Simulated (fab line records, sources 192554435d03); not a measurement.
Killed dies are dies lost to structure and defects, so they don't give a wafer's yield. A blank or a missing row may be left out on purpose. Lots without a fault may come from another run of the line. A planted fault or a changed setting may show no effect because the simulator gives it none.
fab line records | flow n5_finfet
record lots=8 wafers=24 last_day=17
route steps=1938 shown PMOS_HMC_CHANNEL_EPI@65 FIN_SAQP@94 BEOL_M4@1111 PASSIVATION@1936
lots that met no fault: from a run of the same line without faults
start_h: hours from the record's first day to the start of the lot's first wafer shown | wait_h: hours since the lot's step before | " the same as in the row above | L1.1+2: a row that stands for several wafers | - no value, or no start given | * or withheld: withheld | < > ~ a bound
route shown NAME@n: a module of which the file shows steps, and the number in the route of the first | usual: mean/standard deviation of fault-free wafers | same: alike in all rows | chamber/n: place in a boat | sites: the reading at each site | _std_site: their standard deviation | _edge_site: outer sites' mean less inner sites' | radius_mm: how far each site lies from the wafer's centre | mask NAME#n: copy n | behind: the tool/chamber that last shaped the wafer | hold: why the lot was held/for how many hours/how that ended | device: the transistor (n, p or np) that didn't switch | end of line: the same wafers' tests at the end of the route | a step without rows: its recipe alone | killed: dies lost to structure and defects at the first sort, not the wafer's yield | map: a wafer's dies, x killed, . not, _ none there
set.NAME: the setting as run; set.NAME@STEP: as run at that earlier step | model.NAME: the simulator's own value behind a step, which no gauge read
steps of the route over a sample of lots; a table a step, a row a wafer
services: from which hour (start_h, from the record's first day; less than 0 if before it) a tool's chamber was out of use, for how many hours, and why
## steps
# step N5_PMOS_HMC_CHANNEL_EPI_CD_MEAS_09
# recipe target_cd_nm=237.4 landing_energy_ev=500 detector=se_inlens
# usual cd_nm=237.5/1.1
# columns lot.wafer tool chamber start_h wait_h cd_nm
L546.1 cd_sem-02 0 23.64 - 239.1
L546.2 " 0 " " 238.5
L546.6 " 0 " " 238.2
L551.3 cd_sem-01 0 53.46 - 235.2
L551.4 " 0 " " 237.4
L551.5 " 0 " " 235.7
L553.2 cd_sem-03 0 66.06 - 235.7
L553.5 " 0 " " 236.6
L553.6 " 0 " " 236.2
L555.1 cd_sem-01 0 77.50 - 238.9
L555.3 " 0 " " 237.4
L555.5 " 0 " " 238.4
L558.2 cd_sem-01 0 95.73 - 237.1
L558.4 " 0 " " 236.3
L558.5 " 0 " " 236.4
L559.2 cd_sem-03 0 101.95 - 238.4
L559.3 " 0 " " 239.3
L559.6 " 0 " " 240.0
L565.3 cd_sem-03 0 139.21 - 236.8
L565.4 " 0 " " 236.1
L565.6 " 0 " " 237.5
L566.4 cd_sem-03 0 143.53 - 236.9
L566.5 " 0 " " 237.3
L566.6 " 0 " " 237.6
# step N5_PMOS_HMC_CHANNEL_EPI_FIN_RECESS_16
# recipe chemistry=HBr/Cl2 target=Si mask_material=SiO2 target_depth_a=540 time_s=18 pressure_mtorr=10 icp_w=800 bias_w=75 HBr_flow_sccm=150 Cl2_flow_sccm=80
# usual chamber_pressure_mTorr=10.000/0.0094 drypump_motor_current_A=5.8/0.37 oes_product_au=0.991/0.019 throttle_valve_pct=35.5/0.34
# same time_s=18
# columns lot.wafer tool chamber start_h wait_h chamber_pressure_mTorr drypump_motor_current_A oes_product_au rf_hours_counter_h throttle_valve_pct
L546.1 rie_si-04 3 24.19 0.0 9.989 6.4 0.999 148 36.3
L546.2 " 0 " " 10.009 5.5 0.998 108 35.5
L546.6 " 3 " " 9.981 6.4 0.988 - 36.4
L551.3 rie_si-01 0 54.01 0.0 10.027 5.9 0.984 11 35.2
L551.4 " 3 " " 10.008 5.8 0.961 128 35.4
L551.5 " 1 " " 9.994 6.3 0.994 - 35.4
L553.2 rie_si-01 0 66.60 0.0 9.995 5.9 1.329 12 34.7
L553.5 " 3 " " 9.997 5.7 1.289 - 34.9
L553.6 " 2 " " 9.996 5.9 0.999 - 35.5
L555.1 rie_si-01 0 78.05 0.0 9.987 5.9 1.335 12 34.7
L555.3 " 1 " " 10.003 6.3 1.010 117 35.4
L555.5 " 0 " " 10.009 5.9 1.337 - 34.7
L558.2 rie_si-06 2 97.54 0.0 9.994 5.9 0.961 8 35.2
L558.4 " 0 " " 9.993 6.0 0.978 146 35.6
L558.5 " 3 " " 10.003 5.0 1.027 - 35.0
L559.2 rie_si-06 1 102.52 0.0 10.001 5.9 1.005 86 35.8
L559.3 " 0 " " 10.002 6.0 0.972 146 35.6
L559.6 " 3 " " 9.986 5.0 1.029 - 35.0
L565.3 rie_si-04 3 139.76 0.0 9.997 6.4 0.992 150 36.4
L565.4 " 1 " " 10.004 5.4 1.010 170 35.2
L565.6 " 3 " " 9.993 6.4 0.999 - 36.4
L566.4 rie_si-06 2 144.24 0.0 10.009 6.0 0.959 8 35.2
L566.5 " 3 " " 9.996 5.0 1.029 - 35.0
L566.6 " 0 " " 10.014 6.0 0.959 - 35.6
# step N5_PMOS_HMC_CHANNEL_EPI_THK_MEAS_22
# recipe reads=SiGe30_of_PMOS_HMC_CHANNEL_EPI_EPI_20
# usual HMC_CMP_THK=53.7/0.96
# columns lot.wafer tool chamber start_h wait_h HMC_CMP_THK[nm]
L546.1 film_metro-02 - 25.99 - 54.4
L546.2 " - " " 53.2
L546.6 " - " " 54.0
L551.3 film_metro-02 - 55.81 - 53.4
L551.4 " - " " 53.2
L551.5 " - " " 54.5
L553.2 film_metro-02 - 68.80 - 57.7
L553.5 " - " " 58.0
L553.6 " - " " 53.9
L555.1 film_metro-01 - 80.26 - 58.9
L555.3 " - " " 55.1
L555.5 " - " " 58.9
L558.2 film_metro-02 - 99.37 - 52.6
L558.4 " - " " 53.5
L558.5 " - " " 55.0
L559.2 film_metro-01 - 104.73 - 53.9
L559.3 " - " " 53.8
L559.6 " - " " 55.4
L565.3 film_metro-02 - 141.56 - 53.8
L565.4 " - " " 54.6
L565.6 " - " " 54.1
L566.4 film_metro-02 - 146.04 - 51.5
L566.5 " - " " 54.6
L566.6 " - " " 52.1
# step N5_FIN_SAQP_ALD_61
# recipe material=SiO2 target_thk_a=40 temp_c=300 ald_precursor_family=BDEAS ald_co_reactant=O2-plasma pulse_time_s=1 purge_time_s=2 co_reactant_purge_time_s=2 ald_cycles=43 pressure_torr=2
# usual heater_power_w=458/45 precursor_pulse_height_rel=1.003/0.022
# same ald_cycles=43
# columns lot.wafer tool chamber start_h wait_h heater_power_w precursor_pulse_height_rel
L546.1 ald_sin-03 3 26.60 0.0 538 0.959
L546.2 " 2 " " 395 0.999
L546.6 " 2 " " 399 0.977
L551.3 ald_sin-01 2 56.41 0.0 433 0.977
L551.4 " 0 " " 420 1.004
L551.5 " 2 " " 430 1.010
L553.2 ald_sin-03 2 69.51 0.0 407 0.961
L553.5 " 1 " " 498 1.017
L553.6 " 0 " " 433 0.970
L555.1 ald_sin-02 0 80.86 0.0 512 1.018
L555.3 " 3 " " 404 1.040
L555.5 " 2 " " 434 1.012
L558.2 ald_sin-01 3 100.24 0.0 452 1.007
L558.4 " 1 " " 467 1.038
L558.5 " 2 " " 439 1.005
L559.2 ald_sin-03 3 105.74 0.0 545 0.977
L559.3 " 1 " " 487 1.009
L559.6 " 2 " " 419 0.997
L565.3 ald_sin-03 0 142.29 0.0 427 0.995
L565.4 " 2 " " 407 1.005
L565.6 " 1 " " 508 0.978
L566.4 ald_sin-03 1 146.72 0.1 493 0.952
L566.5 " 2 " " 409 1.048
L566.6 " 0 " " 427 0.994
# step N5_FIN_SAQP_HM_DEP_03
# recipe material=SiNx target_thk_a=380 temp_c=400 precursor=SiH4/NH3/N2 pressure_torr=1.5 rf_w=300 time_s=33.6
# usual heater_power_w=749/65 showerhead_plenum_p_Torr=5.15/0.056 throttle_valve_pct=39.9/1.7
# same time_s=33.6
# columns lot.wafer tool chamber start_h wait_h heater_power_w showerhead_plenum_p_Torr throttle_valve_pct
L546.1 pecvd-03 2 27.03 0.2 779 5.15 40.9
L546.2 " 0 " " 737 5.20 38.4
L546.6 " 2 " " 752 5.17 41.0
L551.3 pecvd-02 2 56.83 0.1 743 5.11 39.4
L551.4 " 2 " " 742 5.09 39.7
L551.5 " 0 " " 595 5.19 43.3
L553.2 pecvd-04 0 69.94 0.2 836 5.20 38.5
L553.5 " 1 " " 775 5.06 37.9
L553.6 " 0 " " 832 5.20 38.4
L555.1 pecvd-03 2 81.28 0.2 771 5.17 40.6
L555.3 " 1 " " 742 5.17 42.0
L555.5 " 2 " " 794 5.16 41.1
L558.2 pecvd-04 1 100.69 0.2 736 5.05 37.9
L558.4 " 0 " " 870 5.21 39.0
L558.5 " 0 " " 861 5.19 38.6
L559.2 pecvd-02 1 106.42 0.3 801 5.09 38.9
L559.3 " 0 " " 681 5.19 43.4
L559.6 " 2 " " 832 5.10 39.7
L565.3 pecvd-03 2 142.88 0.2 790 5.17 41.0
L565.4 " 0 " " 704 5.20 38.5
L565.6 " 1 " " 859 5.16 41.9
L566.4 pecvd-02 1 147.11 0.1 769 5.09 38.9
L566.5 " 0 " " 587 5.19 43.1
L566.6 " 2 " " 657 5.08 39.9
# step N5_BEOL_M4_RC_MEAS_101
# usual CJ_P=5.83/0.2 DIBL_N=36.5/2 DIBL_P=36.5/2.3 EOT_P=10.53/0.091 IGATE_P=0.0035/0.00047 IOFF_N=0.16/0.036 IOFF_P=0.21/0.037 IOFF_P_85C=3.7/0.54 IOFF_P_LIN=0.099/0.013 IOFF_P_LONG=0.000106/7.6e-06 ION_N=672/12 ION_P=459/7.1 RC_DENSE_P=23.9/0.57 RC_P=19.5/0.45 REXT_P=100.6/1.8 RS_NWELL=1037/6.7 RS_SD_P=65.6/0.86 SS_N=71.6/0.73 SS_P=73.4/0.76 VT_N=250/3.3 VT_P=-250.5/2.9 VT_P_LONG=-275.7/2.7 VT_P_LVT=-99.0/2.9
# columns lot.wafer tool chamber start_h wait_h CJ_P DIBL_N[mV/V] DIBL_P[mV/V] EOT_P IGATE_P[nA/um] IOFF_N[nA/um] IOFF_P[nA/um] IOFF_P_85C[nA/um] IOFF_P_LIN[nA/um] IOFF_P_LONG[nA/um] ION_N[uA/um] ION_P[uA/um] RC_DENSE_P[ohm.um] RC_P[ohm.um] REXT_P[ohm.um] RS_NWELL[ohm/sq] RS_SD_P[ohm/sq] SS_N[mV/dec] SS_P[mV/dec] VT_N[mV] VT_P[mV] VT_P_LONG[mV] VT_P_LVT[mV]
L546.1 prober-02 0 191.31 0.0 5.64 37.5 37.7 10.66 0.0031 0.16 0.22 3.8 0.104 0.000107 672 459 23.8 19.5 100.9 1030 65.5 71.8 74.5 248 -247.8 -272.4 -96.8
L546.2 " 0 " " 5.90 39.7 40.1 10.58 0.0032 0.20 0.25 4.2 0.112 0.00011 676 464 24.1 19.7 100.3 1046 66.4 72.6 74.9 248 -246.5 -274.8 -94.5
L546.6 " 0 " " 5.90 38.2 38.4 10.50 0.0035 0.17 0.23 3.9 0.108 0.000109 673 461 24.8 20.0 101.0 1037 66.5 72.1 74.8 250 -249.2 -272.1 -95.1
L551.3 prober-02 0 201.96 0.3 5.72 37.3 35.9 10.49 0.0037 0.20 0.24 4.0 0.109 0.000111 665 450 24.0 19.7 103.7 1040 66.2 71.8 73.2 244 -250.3 -273.5 -97.7
L551.4 " 0 " " 5.95 36.1 35.1 10.43 0.0037 0.18 0.24 4.1 0.112 0.000118 679 467 23.8 19.3 100.8 1028 65.2 71.3 73.1 249 -250.9 -273.9 -96.7
L551.5 " 0 " " 5.57 35.4 33.9 10.40 0.0042 0.17 0.21 3.7 0.103 0.000112 689 470 23.2 18.9 100.8 1043 65.5 71.3 73.8 246 -248.8 -272.3 -98.4
L553.2 prober-01 0 227.04 0.2 - 36.7 - - - 0.15 - - - - 670 - - - - 1105 - 70.9 - 249 - - -
L553.5 " 0 " " - 34.2 - - - 0.12 - - - - 660 - - - - 1102 - 70.6 - 252 - - -
L553.6 " 0 " " 5.78 36.2 34.4 10.51 0.0037 0.14 0.17 3.0 0.080 9.5e-05 665 450 24.1 19.9 101.0 1040 66.3 70.7 73.2 250 -252.7 -278.0 -102.2
L555.1 prober-01 0 229.86 0.0 - 34.3 - - - 0.13 - - - - 664 - - - - 1101 - 71.3 - 253 - - -
L555.3 " 0 " " 5.50 33.8 33.2 10.46 0.0040 0.11 0.16 2.9 0.082 0.000102 630 439 23.2 18.9 103.1 1041 66.1 72.2 72.7 259 -255.7 -276.5 -103.9
L555.5 " 0 " " - 31.9 - - - 0.10 - - - - 658 - - - - 1085 - 71.1 - 255 - - -
L559.2 prober-02 0 257.76 0.2 5.62 38.6 38.0 10.54 0.0035 0.19 0.24 3.9 0.108 9.8e-05 666 449 24.6 19.9 100.0 1034 66.0 72.4 73.0 248 -249.1 -276.2 -99.4
L559.3 " 0 " " 5.66 36.4 35.2 10.63 0.0029 0.14 0.18 3.1 0.090 9.9e-05 649 452 24.5 19.8 100.5 1040 66.0 72.4 72.6 254 -252.1 -276.5 -103.3
L559.6 " 0 " " 5.29 38.8 38.0 10.55 0.0034 0.18 0.23 3.8 0.105 9.4e-05 664 457 24.3 19.7 98.9 1036 66.0 72.6 73.2 253 -249.6 -277.0 -100.8
L558.2 prober-01 0 259.40 0.2 6.01 36.3 36.2 10.53 0.0032 0.16 0.20 3.6 0.093 0.000107 663 448 23.6 19.2 99.0 1029 66.0 71.8 73.1 250 -252.3 -277.3 -102.0
L558.4 " 0 " " 5.86 37.4 36.3 10.51 0.0033 0.19 0.21 3.7 0.096 0.000102 652 446 23.7 19.1 98.8 1035 65.1 73.3 73.4 250 -249.7 -275.8 -101.7
L558.5 " 0 " " 5.65 37.3 38.8 10.67 0.0032 0.20 0.25 4.3 0.109 9.9e-05 669 463 24.3 19.5 97.8 1031 65.3 72.6 73.4 247 -246.2 -276.8 -98.5
L566.4 prober-01 0 297.56 0.5 6.27 39.5 41.0 10.42 0.0043 0.23 0.29 4.8 0.125 0.000112 697 475 22.8 18.6 102.7 1027 66.1 71.6 74.7 243 -246.4 -273.5 -95.8
L566.5 " 0 " " 5.78 36.8 37.8 10.41 0.0041 0.18 0.24 4.1 0.110 0.000104 688 464 23.3 18.9 102.8 1028 66.3 71.4 73.5 246 -246.8 -275.0 -98.8
L566.6 " 0 " " 6.15 34.2 34.2 10.52 0.0034 0.12 0.17 3.1 0.087 0.000112 664 459 22.8 18.7 103.1 1040 66.9 71.0 72.8 254 -250.7 -274.4 -101.9
L565.3 prober-02 0 298.06 0.3 5.80 36.7 36.8 10.76 0.0029 0.15 0.20 3.3 0.090 9.2e-05 670 454 22.7 18.6 99.0 1030 65.7 71.4 73.5 253 -255.1 -279.0 -101.9
L565.4 " 0 " " 5.57 38.1 38.8 10.58 0.0028 0.17 0.22 3.7 0.101 9e-05 671 458 23.0 19.1 98.2 1047 65.2 71.5 73.9 248 -251.8 -279.7 -99.8
L565.6 " 0 " " 5.87 38.2 38.9 10.52 0.0034 0.17 0.23 3.8 0.101 9.6e-05 678 458 24.1 19.5 98.9 1041 65.6 72.2 73.0 249 -251.8 -281.2 -100.7
# step N5_PASSIVATION_PROBE_49
# usual defect_limited_yield=91.4/1.4 killed_at_M0_to_M3=33/11 killed_at_M4_up=13/5.3 killed_at_contacts=13/6.1 killed_at_front_end=40/11 killed_at_other=2.9/2.7 killed_dies=102/17 killed_open=68/13 killed_short=32/7.5 sort_bin_4_leakage=0.00/0.022 sort_bin_5_function=5.1/0.98 sort_bin_6_memory=3.2/0.69 sort_bin_8_speed=0.1/1.1 sort_n_pass=1077/21 sort_yield_pct=91.3/1.7
# same gross_dies=1180 killed_at_back_side=0
# columns lot.wafer tool chamber start_h wait_h defect_limited_yield[%] killed_at_M0_to_M3 killed_at_M4_up killed_at_contacts killed_at_front_end killed_at_other killed_dies killed_open killed_short sort_bin_4_leakage[%] sort_bin_5_function[%] sort_bin_6_memory[%] sort_bin_8_speed[%] sort_n_pass sort_yield_pct[%]
L555.1 prober-01 - 343.56 0.0 94.0 18 7 19 25 2 71 55 16 93.98 3.8 2.1 0 0 0
L555.3 prober-01 - 343.66 0.1 92.2 29 19 11 32 1 92 67 24 0 4.4 3.3 12.7 938 79.5
L555.5 prober-01 - 343.76 0.2 93.6 16 12 13 33 2 76 50 25 93.56 3.6 2.5 0 0 0
L553.2 prober-02 - 350.64 0.1 91.9 36 19 9 31 1 96 69 26 91.86 4.2 3.6 0 0 0
L553.5 prober-02 - 350.79 0.2 92.6 23 11 7 42 4 87 60 27 92.63 4.2 3.0 0 0 0
L553.6 prober-02 - 350.84 0.3 88.1 44 14 11 71 1 141 92 49 0 6.4 4.8 0 1039 88.1
# killed by level:class
L555.1 MOL_CONTACT_COAG:geometric_particle:open=17 BEOL_M1:geometric_particle:open=6 STI_FIN_REVEAL:geometric_particle:open=5 BEOL_M2:geometric_particle:open=5 STARTING-WAFER:geometric_particle:open=4 FIN_SAQP:geometric_particle:open=3 FIN_SAQP:geometric_particle:short=3 DUMMY_GATE:geometric_particle:open=3
L555.3 FIN_SAQP:geometric_particle:open=14 MOL_CONTACT_COAG:geometric_particle:open=9 BEOL_M5:geometric_particle:open=8 BEOL_M0_SAQP:geometric_particle:short=7 BEOL_M0_SAQP:geometric_particle:open=5 BEOL_M3:geometric_particle:open=5 FIN_SAQP:geometric_particle:short=4 BEOL_M2:geometric_particle:open=4
L555.5 FIN_SAQP:geometric_particle:short=10 MOL_CONTACT_COAG:geometric_particle:open=10 FIN_SAQP:geometric_particle:open=9 STI_FIN_REVEAL:geometric_particle:open=6 BEOL_M4:geometric_particle:open=6 BEOL_M0_SAQP:geometric_particle:short=5 STARTING-WAFER:geometric_particle:open=3 GATE_CUT:geometric_particle:short=3
L553.2 BEOL_M4:geometric_particle:open=11 BEOL_M0_SAQP:geometric_particle:open=10 STI_FIN_REVEAL:geometric_particle:open=9 MOL_CONTACT_COAG:geometric_particle:open=8 BEOL_M0_SAQP:geometric_particle:short=7 BEOL_M3:geometric_particle:open=7 FIN_SAQP:geometric_particle:open=4 GATE_CUT:geometric_particle:short=4
L553.5 STI_FIN_REVEAL:geometric_particle:open=14 BEOL_M3:geometric_particle:open=9 FIN_SAQP:geometric_particle:short=8 MOL_CONTACT_COAG:geometric_particle:open=6 BEOL_M1:geometric_particle:open=5 BEOL_M4:geometric_particle:open=5 FIN_SAQP:geometric_particle:open=4 BEOL_M0_SAQP:geometric_particle:short=4
L553.6 STI_FIN_REVEAL:geometric_particle:open=18 FIN_SAQP:geometric_particle:open=15 FIN_SAQP:geometric_particle:short=15 BEOL_M2:geometric_particle:open=10 BEOL_M0_SAQP:geometric_particle:open=9 MOL_CONTACT_COAG:geometric_particle:open=8 BEOL_M0_SAQP:geometric_particle:short=8 BEOL_M3:geometric_particle:open=8
## services
# columns tool chamber start_h hours kind
pecvd-02 - 10.60 1.0 repair
pecvd-03 - 11.64 2.2 repair
pecvd-04 2 12.99 5.5 scheduled_down
rie_si-01 3 16.09 4.7 repair
pecvd-02 2 18.25 2.1 scheduled_down
pecvd-03 0 24.51 2.1 scheduled_down
rie_si-04 - 30.41 0.9 repair
pecvd-04 2 30.78 134.5 repair
pecvd-04 1 36.53 2.1 scheduled_down
pecvd-03 2 45.88 5.0 scheduled_down
pecvd-03 - 48.18 0.8 repair
ald_sin-01 3 49.59 6.7 repair
pecvd-04 1 49.99 5.8 repair
ald_sin-02 0 50.67 7.0 repair
rie_si-06 0 54.56 4.0 repair
ald_sin-01 2 68.45 16.5 repair
rie_si-04 3 80.55 14.1 repair
ald_sin-01 - 85.25 14.0 pm
ald_sin-01 0 85.25 14.0 vent_cycle
ald_sin-01 1 85.25 14.0 vent_cycle
pecvd-03 0 91.03 5.5 scheduled_down
pecvd-02 - 91.39 1.7 repair
ald_sin-01 2 109.21 3.2 repair
pecvd-03 2 132.33 2.1 scheduled_down
## key
first_sign step=N5_PMOS_HMC_CHANNEL_EPI_FIN_RECESS_16 reading=oes_product_au direction=up sigmas=18 usual=0.991 struck=1.323
effect step=N5_PMOS_HMC_CHANNEL_EPI_FIN_RECESS_16 reading=throttle_valve_pct direction=down sigmas=2.1 usual=* struck=*
effect step=N5_PMOS_HMC_CHANNEL_EPI_THK_MEAS_22 reading=HMC_CMP_THK direction=up sigmas=4.9 usual=53.7 struck=58.4
effect step=N5_BEOL_M4_RC_MEAS_101 reading=RS_NWELL direction=up sigmas=9.1 usual=1037 struck=1098
effect step=N5_BEOL_M4_RC_MEAS_101 reading=CJ_P direction=missing
effect step=N5_BEOL_M4_RC_MEAS_101 reading=DIBL_P direction=missing
effect step=N5_BEOL_M4_RC_MEAS_101 reading=EOT_P direction=missing
effect step=N5_BEOL_M4_RC_MEAS_101 reading=IGATE_P direction=missing
effect step=N5_BEOL_M4_RC_MEAS_101 reading=IOFF_P direction=missing
effect step=N5_BEOL_M4_RC_MEAS_101 reading=IOFF_P_85C direction=missing
effect step=N5_BEOL_M4_RC_MEAS_101 reading=IOFF_P_LIN direction=missing
effect step=N5_BEOL_M4_RC_MEAS_101 reading=IOFF_P_LONG direction=missing
effect step=N5_BEOL_M4_RC_MEAS_101 reading=ION_P direction=missing
effect step=N5_BEOL_M4_RC_MEAS_101 reading=RC_DENSE_P direction=missing
effect step=N5_BEOL_M4_RC_MEAS_101 reading=RC_P direction=missing
effect step=N5_PASSIVATION_PROBE_49 reading=sort_bin_4_leakage direction=up sigmas=99+ usual=0.00 struck=93.01
met_at N5_PMOS_HMC_CHANNEL_EPI_FIN_RECESS_16
struck_lots L553,L555
struck_wafers L553.2,L553.5,L555.1,L555.5
not_acting_at N5_PMOS_HMC_CHANNEL_EPI_CD_MEAS_09,N5_FIN_SAQP_ALD_61,N5_FIN_SAQP_HM_DEP_03
onset_between 54.01 66.60
fault kind=process_parameter_drift tool=rie_si-01 chamber=- onset_h=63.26 steps=N5_PMOS_HMC_CHANNEL_EPI_FIN_RECESS_16 channel=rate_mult offset=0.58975 shape=step end_h=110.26 scope=struck_wafers_only
